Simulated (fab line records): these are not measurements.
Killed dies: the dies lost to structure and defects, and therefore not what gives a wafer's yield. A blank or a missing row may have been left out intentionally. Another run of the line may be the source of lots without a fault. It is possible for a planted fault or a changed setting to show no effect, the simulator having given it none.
fab line records    flow n5-finfet
record: lots: 15  wafers: 43  last-day: 17
route steps=1938 shown DUMMY_GATE@237 SD_EPI_N@268 BEOL_M4@1111
lots that met no fault: taken from a fault-free run of the same line
start-h: hours from the record's first day to the start of the lot's first wafer shown    wait-h: how many hours have passed since the lot's step before this one    " repeats the value in the row above    L1.1+2: a single row standing in for several wafers    - value missing, or start not given    * or withheld: withheld    < > ~ a bound
route shown NAME@n: NAME is a module with steps in the file, n the number in the route of the first one    usual: mean and standard deviation over wafers with no fault    same: alike in all rows    chamber/n: place in a boat    sites: per-site readings    _std_site: the values' standard deviation    _edge_site: mean of outer sites minus mean of inner sites    radius-mm: for every site, how far away it sits from the centre of the wafer    mask NAME#n: copy n    behind: tool/chamber where the wafer was last shaped    hold: cause of the lot's hold/its duration in hours/its outcome    device: the transistor (n, p or np) that didn't switch    end of line: tests of these same wafers at the route's end    a step without rows: its recipe alone    killed: at the first sort, the dies lost to defects and structure; wafer yield is something else    map: a wafer's dies, marking killed ones x, the rest . and places with no die _
set.NAME: the setting that was run; set.NAME@STEP: the one run at that earlier step    model.NAME: the simulator's own value behind a step, which no gauge read
a sample of lots followed through the steps of the route, with each step as a table and each wafer as a row
services: the hour from which a tool's chamber was out of use, counted from the record's first day as start-h (under 0 if before that day), plus the number of hours and why
== steps ==
step: N5_DUMMY_GATE_ETCH_37
recipe: chemistry: N2/H2  target: SOC  target-depth-a: 600  overetch-a: 300  temp-c: 40  ion-energy-ev: 200  pressure-mtorr: 30  source-w: 840  bias-w: 150  n2-flow-sccm: 200  h2-flow-sccm: 200
usual: drypump-motor-current-A: 5.5/0.47  oes-product-au: 0.60/0.064  rf-vpp-V: 524.9/2.3  showerhead-plenum-p-Torr: 2.58/0.082  throttle-valve-pct: 17.79/0.17
lot.wafer  tool         chamber  start-h  wait-h  drypump-motor-current-A  oes-product-au  rf-hours-counter-h  rf-vpp-V  showerhead-plenum-p-Torr  throttle-valve-pct
L445.1     rie-diel-02  0        45.85    0.0     6.5                      0.56            202                 524.7     2.63                      17.74
L445.3     "            2        "        "       5.1                      0.59            165                 523.6     2.55                      17.72
L445.6     "            0        "        "       6.5                      0.56            -                   526.5     2.63                      17.74
L446.1     rie-diel-01  0        56.63    0.0     5.3                      0.70            36                  527.7     2.70                      17.68
L446.3     "            3        "        "       5.7                      0.58            156                 527.0     2.63                      17.60
L446.6     "            3        "        "       5.7                      0.58            -                   527.8     2.63                      17.60
L447.1     rie-diel-01  2        58.50    0.0     5.4                      0.60            138                 525.3     2.57                      18.05
L447.4     "            3        "        "       5.7                      0.58            157                 527.6     2.63                      17.61
L447.6     "            1        "        "       6.0                      0.55            -                   523.0     2.49                      17.57
L450.2     rie-diel-01  1        78.11    0.0     6.0                      0.55            227                 523.2     2.49                      17.58
L450.4     "            0        "        "       5.4                      0.68            45                  528.2     2.70                      17.73
L450.6     "            1        "        "       6.0                      0.56            -                   522.8     2.49                      17.57
L452.3     rie-diel-01  1        91.41    0.0     6.0                      0.55            231                 522.8     2.49                      17.58
L452.5     "            0        "        "       5.4                      0.68            -                   527.1     2.70                      17.72
L452.6     "            3        "        "       5.7                      0.57            -                   526.4     2.63                      17.62
L453.1     rie-diel-04  1        94.69    0.0     5.1                      0.57            219                 526.0     2.63                      17.85
L453.2     "            0        "        "       5.4                      0.55            251                 522.9     2.50                      17.98
L453.5     "            0        "        "       5.4                      0.55            -                   523.8     2.50                      17.99
L454.2     rie-diel-02  0        100.80   0.0     6.5                      0.55            224                 526.4     2.62                      17.78
L454.3     "            2        "        "       5.1                      0.58            179                 521.5     2.55                      17.75
L454.4     "            3        "        "       5.0                      0.73            17                  523.3     2.50                      17.86
L455.1     rie-diel-02  2        110.18   0.0     5.1                      0.58            182                 524.7     2.55                      17.75
L455.2     "            1        "        "       5.6                      0.60            135                 526.5     2.63                      17.73
L455.3     "            3        "        "       4.9                      0.71            20                  522.0     2.49                      17.86
L456.1     rie-diel-04  1        114.93   0.0     5.1                      0.56            228                 526.1     2.62                      17.89
L456.2     "            0        "        "       5.4                      0.54            259                 522.4     2.50                      18.01
L456.3     "            3        "        "       5.9                      0.57            192                 519.2     2.41                      18.05
L457.1     rie-diel-02  3        120.68   0.0     5.0                      0.71            22                  522.1     2.49                      17.88
L457.2     "            2        "        "       5.1                      0.57            185                 522.4     2.54                      17.77
L457.4     "            1        "        "       5.6                      0.61            138                 526.6     2.63                      17.72
L458.1     rie-diel-01  1        126.89   0.0     6.0                      0.55            242                 522.6     2.48                      17.61
L458.5     "            2        "        "       5.4                      0.57            -                   524.2     2.56                      18.08
L458.6     "            1        "        "       6.0                      0.54            -                   521.9     2.48                      17.61
L459.2     rie-diel-02  2        131.15   0.0     5.1                      0.58            189                 524.3     2.54                      17.78
L459.3     "            3        "        "       4.9                      0.70            26                  522.0     2.49                      17.87
L459.5     "            0        "        "       6.5                      0.54            -                   524.6     2.62                      17.80
L465.3     rie-diel-02  1        169.31   0.0     5.6                      0.58            155                 526.8     2.62                      17.74
L465.4     "            0        "        "       6.5                      0.54            245                 526.4     2.61                      17.81
L465.5     "            0        "        "       6.5                      0.54            -                   525.3     2.61                      17.80
L466.2     rie-diel-02  2        173.17   0.0     5.1                      0.57            203                 523.0     2.54                      17.78
L466.3     "            3        "        "       4.9                      0.69            38                  521.8     2.49                      17.91
L467.2     rie-diel-02  3        179.99   0.0     4.9                      0.70            41                  523.0     2.49                      17.92
L467.5     "            2        "        "       5.1                      0.57            -                   524.5     2.54                      17.80
step: N5_DUMMY_GATE_ETCH_42
recipe: chemistry: CHF3/O2  target: SiO2  target-depth-a: 35  time-s: 31  ion-energy-ev: 30  bias-w: 12  pressure-mtorr: 30  source-w: 600  Ar_flow_sccm: 200  CHF3_flow_sccm: 50  O2_flow_sccm: 5
usual: drypump-motor-current-A: 5.5/0.46  oes_f_703_au: 0.78/0.089  oes-product-au: 0.77/0.095  rf-vpp-V: 42.4/1  showerhead-plenum-p-Torr: 2.44/0.08  throttle-valve-pct: 18.79/0.15
lot.wafer  tool         chamber  start-h  wait-h  drypump-motor-current-A  oes_f_703_au  oes-product-au  rf-hours-counter-h  rf-vpp-V  showerhead-plenum-p-Torr  throttle-valve-pct
L445.1     rie-diel-02  0        47.01    0.2     6.5                      0.73          0.72            202                 42.2      2.49                      18.60
L445.3     "            1        "        "       5.6                      0.80          0.79            112                 42.4      2.53                      18.91
L445.6     "            0        "        "       6.5                      0.73          0.72            -                   40.0      2.49                      18.61
L446.1     rie-diel-02  1        57.95    0.2     5.6                      0.78          0.78            119                 42.5      2.53                      18.92
L446.3     "            0        "        "       6.5                      0.73          0.71            209                 42.0      2.48                      18.60
L446.6     "            0        "        "       6.5                      0.73          0.71            -                   41.1      2.48                      18.61
L447.1     rie-diel-02  0        59.55    0.2     6.5                      0.73          0.71            210                 40.9      2.48                      18.62
L447.4     "            1        "        "       5.6                      0.78          0.78            -                   41.7      2.53                      18.91
L447.6     "            3        "        "       4.9                      0.97          0.97            -                   41.0      2.37                      18.74
L450.2     rie-diel-04  3        78.89    0.0     5.9                      0.75          0.73            178                 42.0      2.28                      19.00
L450.4     "            2        "        "       4.7                      0.69          0.67            248                 42.5      2.29                      18.98
L450.6     "            0        "        "       5.4                      0.70          0.68            -                   41.9      2.37                      18.93
L452.3     rie-diel-01  2        92.18    0.0     5.4                      0.76          0.75            148                 42.3      2.42                      18.92
L452.5     "            3        "        "       5.7                      0.73          0.73            -                   42.5      2.50                      18.74
L452.6     "            0        "        "       5.3                      0.89          0.89            -                   43.5      2.55                      18.73
L453.1     rie-diel-02  3        95.47    0.0     5.0                      0.92          0.92            15                  41.9      2.37                      18.78
L453.2     "            0        "        "       6.5                      0.72          0.70            222                 40.7      2.48                      18.64
L453.5     "            0        "        "       6.5                      0.72          0.70            -                   42.9      2.48                      18.62
L454.2     rie-diel-01  2        101.76   0.2     5.4                      0.75          0.73            151                 41.5      2.42                      18.92
L454.3     "            1        "        "       6.0                      0.72          0.69            233                 44.7      2.38                      18.73
L454.4     "            0        "        "       5.3                      0.89          0.88            52                  43.6      2.55                      18.70
L455.1     rie-diel-01  1        110.95   0.0     6.0                      0.71          0.69            236                 42.7      2.38                      18.71
L455.2     "            0        "        "       5.3                      0.88          0.87            55                  42.6      2.55                      18.72
L455.3     "            2        "        "       5.4                      0.75          0.73            155                 42.5      2.41                      18.92
L456.1     rie-diel-04  1        115.89   0.0     5.1                      0.71          0.70            228                 44.1      2.47                      18.76
L456.2     "            3        "        "       5.9                      0.73          0.72            192                 41.9      2.28                      19.03
L456.3     "            0        "        "       5.4                      0.69          0.67            260                 41.5      2.37                      18.93
L457.1     rie-diel-01  1        121.60   0.2     6.0                      0.72          0.68            239                 43.9      2.38                      18.72
L457.2     "            0        "        "       5.3                      0.88          0.87            58                  42.4      2.55                      18.72
L457.4     "            3        "        "       5.7                      0.73          0.71            177                 42.6      2.50                      18.75
L458.1     rie-diel-04  1        127.76   0.1     5.1                      0.70          0.69            233                 42.6      2.47                      18.77
L458.5     "            3        "        "       6.0                      0.73          0.71            -                   42.4      2.28                      19.02
L458.6     "            1        "        "       5.1                      0.70          0.69            -                   43.5      2.47                      18.76
L459.2     rie-diel-01  1        131.93   0.0     5.9                      0.71          0.69            243                 43.6      2.38                      18.75
L459.3     "            0        "        "       5.3                      0.87          0.86            61                  42.9      2.55                      18.73
L459.5     "            0        "        "       5.3                      0.88          0.87            -                   43.4      2.54                      18.72
L465.3     rie-diel-02  2        170.09   0.0     5.1                      0.68          0.71            202                 41.0      2.40                      18.70
L465.4     "            0        "        "       6.5                      0.71          0.69            246                 42.5      2.47                      18.68
L465.5     "            0        "        "       6.5                      0.71          0.69            -                   42.7      2.47                      18.67
L466.2     rie-diel-01  3        174.11   0.0     5.7                      0.72          0.70            192                 41.9      2.49                      18.78
L466.3     "            0        "        "       5.3                      0.85          0.85            76                  43.8      2.54                      18.75
L467.2     rie-diel-01  0        181.02   0.0     5.3                      0.86          0.84            78                  43.1      2.54                      18.76
L467.5     "            0        "        "       5.4                      0.86          0.84            -                   43.5      2.54                      18.76
step: N5_SD_EPI_N_PEB_07
recipe: peb-temp-c: 110  peb-time-s: 60  resist: CAR-ArF-block
usual: chill-plate-temp-C: 23.00/0.12  heater-power-total-W: 175.4/1.6
lot.wafer  tool            chamber  start-h  wait-h  chill-plate-temp-C  heater-power-total-W
L445.1     litho-track-03  0        48.19    0.1     23.31               176.2
L445.3     "               0        "        "       23.08               177.6
L445.6     "               0        "        "       23.15               176.3
L446.1     litho-track-03  0        59.25    0.1     22.97               177.4
L446.3     "               0        "        "       22.84               173.4
L446.6     "               0        "        "       22.95               173.9
L447.1     litho-track-05  0        60.59    0.1     23.02               175.4
L447.4     "               0        "        "       23.06               175.6
L447.6     "               0        "        "       23.03               175.2
L450.2     litho-track-05  0        81.04    0.0     23.00               173.1
L450.4     "               0        "        "       22.94               175.3
L450.6     "               0        "        "       23.01               175.9
L452.3     litho-track-05  0        93.35    0.0     22.91               174.1
L452.5     "               0        "        "       22.98               177.1
L452.6     "               0        "        "       22.94               176.5
L453.1     litho-track-03  0        96.64    0.1     22.96               173.0
L453.2     "               0        "        "       23.06               175.7
L453.5     "               0        "        "       22.84               176.1
L454.2     litho-track-01  0        103.01   0.0     22.98               176.4
L454.3     "               0        "        "       23.13               176.1
L454.4     "               0        "        "       23.11               174.2
L455.1     litho-track-03  0        112.12   0.1     22.86               174.4
L455.2     "               0        "        "       23.00               174.4
L455.3     "               0        "        "       23.07               175.6
L456.1     litho-track-03  0        117.14   0.1     23.22               176.9
L456.2     "               0        "        "       23.18               173.8
L456.3     "               0        "        "       23.12               173.6
L457.1     litho-track-03  0        122.86   0.1     22.70               173.9
L457.2     "               0        "        "       22.89               173.2
L457.4     "               0        "        "       22.91               174.2
L458.1     litho-track-01  0        128.93   0.1     22.88               173.0
L458.5     "               0        "        "       22.66               173.8
L458.6     "               0        "        "       22.90               173.1
L459.2     litho-track-01  0        133.25   0.0     22.93               177.4
L459.3     "               0        "        "       22.90               174.6
L459.5     "               0        "        "       22.90               173.5
L465.3     litho-track-05  0        171.19   0.0     22.73               191.0
L465.4     "               0        "        "       22.92               173.0
L465.5     "               0        "        "       23.02               190.5
L466.2     litho-track-05  0        175.17   0.0     22.98               175.5
L466.3     "               0        "        "       23.06               187.6
L467.2     litho-track-05  0        182.95   0.0     22.94               173.1
L467.5     "               0        "        "       22.99               191.2
step: N5_SD_EPI_N_CD_MEAS_09
recipe: target-cd-nm: 120  landing-energy-ev: 500  detector: se-inlens
usual: cd-nm: 120.2/0.75
same: landing-energy-ev: 500
lot.wafer  tool       chamber  start-h  wait-h  cd-nm
L445.1     cd-sem-02  0        48.26    -       120.4
L445.3     "          0        "        "       121.9
L445.6     "          0        "        "       122.1
L446.1     cd-sem-01  0        59.32    -       120.5
L446.3     "          0        "        "       121.1
L446.6     "          0        "        "       121.8
L447.1     cd-sem-03  0        60.66    -       119.4
L447.4     "          0        "        "       121.4
L447.6     "          0        "        "       119.8
L450.2     cd-sem-01  0        81.11    -       119.7
L450.4     "          0        "        "       120.2
L450.6     "          0        "        "       120.0
L452.3     cd-sem-02  0        93.42    -       119.5
L452.5     "          0        "        "       118.3
L452.6     "          0        "        "       120.0
L453.1     cd-sem-03  0        96.71    -       121.7
L453.2     "          0        "        "       120.7
L453.5     "          0        "        "       120.5
L454.2     cd-sem-02  0        103.08   -       120.6
L454.3     "          0        "        "       120.3
L454.4     "          0        "        "       119.7
L455.1     cd-sem-02  0        112.19   -       120.2
L455.2     "          0        "        "       119.8
L455.3     "          0        "        "       120.7
L456.1     cd-sem-01  0        117.21   -       119.1
L456.2     "          0        "        "       120.1
L456.3     "          0        "        "       120.1
L457.1     cd-sem-03  0        122.92   -       119.9
L457.2     "          0        "        "       120.8
L457.4     "          0        "        "       119.5
L458.1     cd-sem-02  0        128.99   -       120.8
L458.5     "          0        "        "       120.0
L458.6     "          0        "        "       120.2
L459.2     cd-sem-01  0        133.31   -       119.1
L459.3     "          0        "        "       119.7
L459.5     "          0        "        "       119.6
L465.3     cd-sem-03  0        171.26   -       116.2
L465.4     "          0        "        "       121.3
L465.5     "          0        "        "       115.3
L466.2     cd-sem-01  0        175.23   -       120.1
L466.3     "          0        "        "       116.6
L467.2     cd-sem-02  0        183.02   -       119.7
L467.5     "          0        "        "       115.4
step: N5_SD_EPI_N_ETCHBACK_44
recipe: chemistry: CH3F/O2  mode: anisotropic-etchback  target: SiNx  target-depth-a: 145  stop-on: SiO2  over-etch-frac: 0.3  ion-energy-ev: 120  pressure-mtorr: 30  source-w: 395  bias-w: 73  Ar_flow_sccm: 150  CH3F_flow_sccm: 30  O2_flow_sccm: 20
usual: drypump-motor-current-A: 5.6/0.4  oes_f_703_au: 0.77/0.076  oes-product-au: 0.66/0.064  rf-vpp-V: 298/6  showerhead-plenum-p-Torr: 1.98/0.06  throttle-valve-pct: 16.34/0.18
lot.wafer  tool         chamber  start-h  wait-h  drypump-motor-current-A  oes_f_703_au  oes-product-au  rf-hours-counter-h  rf-vpp-V  showerhead-plenum-p-Torr  throttle-valve-pct
L445.1     rie-diel-03  1        48.76    0.0     5.3                      0.68          0.58            225                 307       2.05                      16.65
L445.3     "            3        "        "       5.6                      0.67          0.58            246                 299       1.97                      16.60
L445.6     "            3        "        "       5.7                      0.67          0.59            -                   301       1.97                      16.60
L446.1     rie-diel-03  2        59.82    0.0     6.2                      0.81          0.66            123                 297       1.93                      16.32
L446.3     "            1        "        "       5.3                      0.68          0.58            229                 308       2.05                      16.67
L446.6     "            3        "        "       5.6                      0.67          0.59            -                   298       1.97                      16.59
L447.1     rie-diel-05  3        61.16    0.0     5.2                      0.70          0.59            224                 300       1.97                      16.72
L447.4     "            0        "        "       5.7                      0.79          0.64            -                   288       1.99                      16.37
L447.6     "            3        "        "       5.2                      0.69          0.59            -                   303       1.98                      16.70
L450.2     rie-diel-05  2        81.76    0.0     5.7                      0.77          0.65            156                 306       2.10                      16.08
L450.4     "            0        "        "       5.7                      0.78          0.63            160                 288       1.99                      16.38
L450.6     "            1        "        "       5.2                      0.77          0.65            -                   296       2.00                      16.35
L452.3     rie-diel-03  3        93.93    0.0     5.6                      0.92          0.82            7                   299       1.97                      16.16
L452.5     "            3        "        "       5.6                      0.93          0.81            -                   300       1.97                      16.16
L452.6     "            2        "        "       6.2                      0.81          0.65            -                   296       1.92                      16.33
L453.1     rie-diel-06  1        97.22    0.0     5.4                      0.82          0.68            104                 297       2.00                      16.00
L453.2     "            2        "        "       5.6                      0.69          0.59            225                 288       1.89                      16.37
L453.5     "            2        "        "       5.7                      0.70          0.60            -                   290       1.89                      16.38
L454.2     rie-diel-06  2        103.60   0.0     5.6                      0.69          0.60            229                 289       1.89                      16.39
L454.3     "            0        "        "       5.0                      0.69          0.62            205                 306       2.07                      16.54
L454.4     "            1        "        "       5.4                      0.81          0.67            -                   295       2.00                      16.00
L455.1     rie-diel-06  2        112.69   0.0     5.6                      0.68          0.59            232                 289       1.88                      16.40
L455.2     "            1        "        "       5.4                      0.81          0.68            111                 295       2.00                      16.01
L455.3     "            3        "        "       6.4                      0.75          0.63            170                 298       1.92                      16.30
L456.1     rie-diel-05  0        117.71   0.0     5.7                      0.77          0.62            174                 287       1.99                      16.39
L456.2     "            3        "        "       5.2                      0.68          0.57            247                 301       1.97                      16.75
L456.3     "            1        "        "       5.2                      0.75          0.64            165                 296       2.00                      16.36
L457.1     rie-diel-03  2        123.43   0.0     6.2                      0.80          0.65            147                 299       1.92                      16.36
L457.2     "            3        "        "       5.6                      0.89          0.79            18                  300       1.96                      16.19
L457.4     "            3        "        "       5.6                      0.90          0.79            -                   301       1.96                      16.18
L458.1     rie-diel-05  0        129.50   0.0     5.7                      0.76          0.62            177                 287       1.99                      16.42
L458.5     "            0        "        "       5.7                      0.77          0.63            -                   288       1.99                      16.40
L458.6     "            2        "        "       5.6                      0.75          0.64            -                   307       2.09                      16.12
L459.2     rie-diel-06  1        134.50   0.0     5.4                      0.80          0.66            119                 294       2.00                      16.04
L459.3     "            3        "        "       6.4                      0.74          0.63            179                 299       1.91                      16.33
L459.5     "            3        "        "       6.4                      0.75          0.63            -                   297       1.91                      16.33
L465.3     rie-diel-05  3        172.02   0.1     5.2                      0.91          0.79            -                   302       1.96                      16.34
L465.4     "            1        "        "       5.2                      0.74          0.63            -                   298       1.99                      16.41
L465.5     "            3        "        "       5.2                      0.92          0.78            -                   302       1.96                      16.34
L466.2     rie-diel-06  3        175.74   0.0     6.4                      0.73          0.61            198                 298       1.91                      16.36
L466.3     "            0        "        "       5.0                      0.68          0.60            235                 305       2.06                      16.57
L467.2     rie-diel-03  1        183.52   0.0     5.3                      0.95          0.82            10                  307       2.04                      16.26
L467.5     "            1        "        "       5.2                      0.95          0.81            -                   308       2.04                      16.25
step: N5_BEOL_M4_RC_MEAS_101
usual: DIBL_N: 35.8/1.8  DIBL_P: 35.6/2  IOFF_N: 0.148/0.028  IOFF_P: 0.20/0.034  ION_N: 672/12  ION_P: 462/8.5  SS_N: 71.2/0.65  SS_P: 73.1/0.67  VT_N: 251/3.3  VT_P: -251/3.8
lot.wafer  tool       chamber  start-h  wait-h  DIBL_N[mV/V]  DIBL_P[mV/V]  IOFF_N[nA/um]  IOFF_P[nA/um]  ION_N[uA/um]  ION_P[uA/um]  SS_N[mV/dec]  SS_P[mV/dec]  VT_N[mV]  VT_P[mV]
L445.1     prober-02  0        159.17   0.0     34.6          35.2          0.150          0.16           674           449           71.1          72.6          252       -258
L445.3     "          0        "        "       32.9          34.3          0.119          0.15           660           454           70.7          72.5          253       -257
L445.6     "          0        "        "       34.0          36.4          0.145          0.17           677           459           71.5          73.4          251       -255
L447.1     prober-01  0        168.26   0.0     35.3          35.9          0.161          0.22           685           471           71.8          73.3          252       -248
L447.4     "          0        "        "       34.6          34.8          0.154          0.20           675           462           71.3          73.1          250       -248
L447.6     "          0        "        "       35.5          35.3          0.159          0.22           682           471           72.4          72.5          252       -248
L446.1     prober-01  0        170.97   0.0     37.7          38.6          0.156          0.22           647           451           72.1          73.9          252       -247
L446.3     "          0        "        "       36.9          36.7          0.151          0.20           672           461           70.9          72.5          252       -248
L446.6     "          0        "        "       36.8          37.4          0.145          0.21           674           464           70.4          73.5          250       -248
L450.2     prober-01  0        196.57   0.2     37.6          36.9          0.169          0.20           693           465           71.9          73.8          245       -252
L450.4     "          0        "        "       37.9          37.5          0.162          0.22           684           461           71.7          74.0          247       -249
L450.6     "          0        "        "       36.8          35.5          0.147          0.18           675           462           71.4          72.9          251       -254
L452.3     prober-01  0        202.41   0.3     38.1          36.8          0.191          0.26           692           481           71.9          72.9          247       -244
L452.5     "          0        "        "       37.8          36.6          0.178          0.26           686           475           71.9          73.2          247       -242
L452.6     "          0        "        "       37.9          36.3          0.174          0.23           685           468           71.4          73.2          248       -246
L453.1     prober-01  0        204.22   0.0     33.9          31.6          0.107          0.17           652           459           70.5          72.6          255       -251
L453.2     "          0        "        "       36.2          35.5          0.157          0.23           682           474           71.4          73.2          250       -246
L453.5     "          0        "        "       36.4          35.4          0.153          0.22           667           462           71.6          73.1          250       -247
L454.2     prober-02  0        218.26   0.2     34.6          34.3          0.121          0.19           663           457           70.1          73.5          253       -249
L454.3     "          0        "        "       35.9          35.7          0.136          0.21           674           467           71.3          72.8          252       -247
L454.4     "          0        "        "       35.2          34.7          0.137          0.19           677           468           70.8          72.4          250       -249
L455.1     prober-01  0        221.50   0.0     38.0          37.4          0.178          0.21           676           456           71.5          73.8          252       -254
L455.2     "          0        "        "       34.9          34.3          0.117          0.17           656           454           71.0          73.0          255       -252
L455.3     "          0        "        "       33.6          32.3          0.105          0.14           661           450           69.8          72.1          255       -256
L456.1     prober-01  0        231.54   0.0     35.1          34.7          0.135          0.18           666           458           71.8          71.9          252       -251
L456.2     "          0        "        "       35.3          35.3          0.146          0.18           673           456           71.5          72.5          249       -251
L456.3     "          0        "        "       34.7          34.5          0.150          0.18           697           468           70.6          72.7          248       -251
L457.1     prober-01  0        242.14   0.0     35.6          36.3          0.158          0.21           679           466           71.1          73.5          248       -252
L457.2     "          0        "        "       34.6          35.0          0.145          0.18           681           462           71.2          72.8          251       -250
L457.4     "          0        "        "       34.9          35.4          0.152          0.20           679           460           71.2          73.0          250       -249
L459.2     prober-01  0        244.85   0.2     34.9          35.3          0.141          0.21           672           466           71.2          72.7          251       -248
L459.3     "          0        "        "       34.6          34.7          0.142          0.21           671           473           70.9          72.8          252       -251
L459.5     "          0        "        "       34.2          35.1          0.134          0.21           673           463           70.0          72.3          249       -251
L458.1     prober-02  0        247.13   0.0     39.7          38.6          0.244          0.31           677           467           73.2          74.3          245       -242
L458.5     "          0        "        "       36.7          35.2          0.162          0.25           668           468           72.6          73.2          252       -243
L458.6     "          0        "        "       38.2          37.0          0.192          0.27           669           459           72.4          74.0          248       -248
L465.3     prober-02  0        283.24   0.3     36.4          33.2          0.145          0.16           671           454           71.8          73.0          253       -257
L465.4     "          0        "        "       39.3          36.0          0.208          0.19           659           443           72.7          73.9          249       -253
L465.5     "          0        "        "       37.4          35.8          0.170          0.20           685           459           71.3          73.8          249       -250
L466.2     prober-01  0        290.46   0.2     37.8          39.5          0.181          0.24           684           462           71.2          73.9          247       -249
L466.3     "          0        "        "       36.1          36.8          0.140          0.20           661           454           71.8          73.3          253       -249
L467.2     prober-02  0        307.03   0.2     38.4          37.4          0.197          0.24           691           478           71.6          72.5          246       -247
L467.5     "          0        "        "       35.3          33.1          0.138          0.18           682           464           71.0          71.9          254       -250
== services ==
tool         chamber  start-h  hours  kind
rie-diel-02  -        24.75    2.8    pm
rie-diel-02  3        32.22    3.4    repair
rie-diel-05  2        35.44    5.7    repair
rie-diel-02  3        35.77    -      clean
rie-diel-02  3        35.77    -      consumable-replace:focus-ring
rie-diel-02  3        35.77    19.6   scheduled-down
rie-diel-02  3        35.77    19.6   vent-cycle
rie-diel-06  2        42.20    6.6    repair
rie-diel-01  0        42.37    4.5    repair
rie-diel-04  -        44.68    15.6   pm
rie-diel-05  1        45.20    32.4   repair
rie-diel-05  0        48.06    9.0    repair
rie-diel-01  0        51.11    3.1    repair
rie-diel-02  2        57.22    10.9   repair
rie-diel-02  -        84.23    0.9    repair
rie-diel-02  2        87.37    1.3    repair
rie-diel-02  1        89.59    5.3    repair
rie-diel-01  1        91.99    3.6    repair
rie-diel-06  3        94.68    12.9   repair
rie-diel-02  2        94.72    4.8    repair
rie-diel-01  1        151.64   -      clean
rie-diel-01  1        151.64   -      consumable-replace:focus-ring
rie-diel-05  2        169.34   16.3   repair
rie-diel-05  0        170.33   5.8    repair
== key ==
first-sign: step: N5_SD_EPI_N_PEB_07  reading: heater-power-total-W  direction: up  sigmas: 9.5  usual: *  struck: *
effect: step: N5_SD_EPI_N_CD_MEAS_09  reading: cd-nm  direction: down  sigmas: 5.8  usual: 120.2  struck: 115.9
met-at N5_SD_EPI_N_PEB_07
struck-lots L465,L466,L467
struck-wafers L465.3,L465.5,L466.3,L467.5
sort-left-out L465.3,L465.5,L466.3,L467.5
not-acting-at N5_DUMMY_GATE_ETCH_37,N5_DUMMY_GATE_ETCH_42,N5_SD_EPI_N_ETCHBACK_44
onset-between 93.35 171.19
fault: kind: process-parameter-drift  tool: litho-track-05  chamber: -  onset-h: 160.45  steps: N5_SD_EPI_N_PEB_07  channel: peb-time-s  offset: *  shape: step  end-h: 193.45  scope: struck-wafers-only  acts-in: *  stated: *
sort-left-out: the simulated sort isn't trusted on such a fault, so these wafers' sort isn't shown, and their yield isn't known
